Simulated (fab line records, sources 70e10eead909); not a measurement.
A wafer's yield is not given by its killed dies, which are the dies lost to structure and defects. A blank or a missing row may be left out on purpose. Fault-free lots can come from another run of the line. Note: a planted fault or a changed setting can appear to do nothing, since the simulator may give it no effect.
Chamber matching | flow nand-harc | rie-diel-08 running NHARC_P_M0_DESCUM_14: 4 sister chambers
The step chemistry O2, time 3 s. 8 wafers are shown with their chamber, then 9 later ones without.

WAFERS WITH THEIR CHAMBER
wafer  | chamber | showerhead-plenum-p-Torr (Torr) | drypump-motor-current-A (A)
L458.2 | 2       | 1.89                            | 6.0
L461.3 | 0       | 1.88                            | 5.9
L463.2 | 3       | 1.86                            | 6.1
L463.3 | 1       | 1.87                            | 5.9
L463.4 | 0       | 1.87                            | 5.8
L465.1 | 3       | 1.86                            | 6.2
L465.2 | 2       | 1.89                            | 6.0
L465.4 | 1       | 1.87                            | 5.9

WAFERS WITHOUT THEIR CHAMBER
wafer  | showerhead-plenum-p-Torr (Torr) | drypump-motor-current-A (A)
L466.1 | 1.89                            | 6.0
L466.2 | 1.86                            | 6.2
L466.5 | 1.86                            | 6.2
L473.2 | 1.85                            | 6.2
L473.3 | 1.87                            | 5.9
L473.4 | 1.89                            | 6.0
L475.1 | 1.85                            | 6.2
L475.3 | 1.87                            | 5.9
L475.6 | 1.86                            | 5.8

EACH ONE'S CHAMBER
wafer  | from the rows above     | in truth
L466.1 | 2                       | 2
L466.2 | 3                       | 3
L466.5 | 3                       | 3
L473.2 | 3                       | 3
L473.3 | can't be placed: 1 or 0 | 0
L473.4 | 2                       | 2
L475.1 | 3                       | 3
L475.3 | can't be placed: 1 or 0 | 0
L475.6 | can't be placed: 1 or 0 | 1
6 of 9 placed correctly. Can't be placed from these rows: 3 (the true chamber is among the candidates in 3). Placed wrongly: 0.
How it was worked out, from the rows above alone: a wafer's distance from a chamber is the root of the sum, over the readings, of the square of ((its reading less the chamber's mean) divided by the reading's scatter). If the next closest chamber is less than 2 further off than the closest, the wafer can't be placed; otherwise it belongs to the closest. The mean given for a chamber averages the wafers shown for that chamber. How the scatter is found: for the shown wafers, subtract from each reading the mean of its chamber, square and add these, divide the total by (wafers less chambers), then take the root.
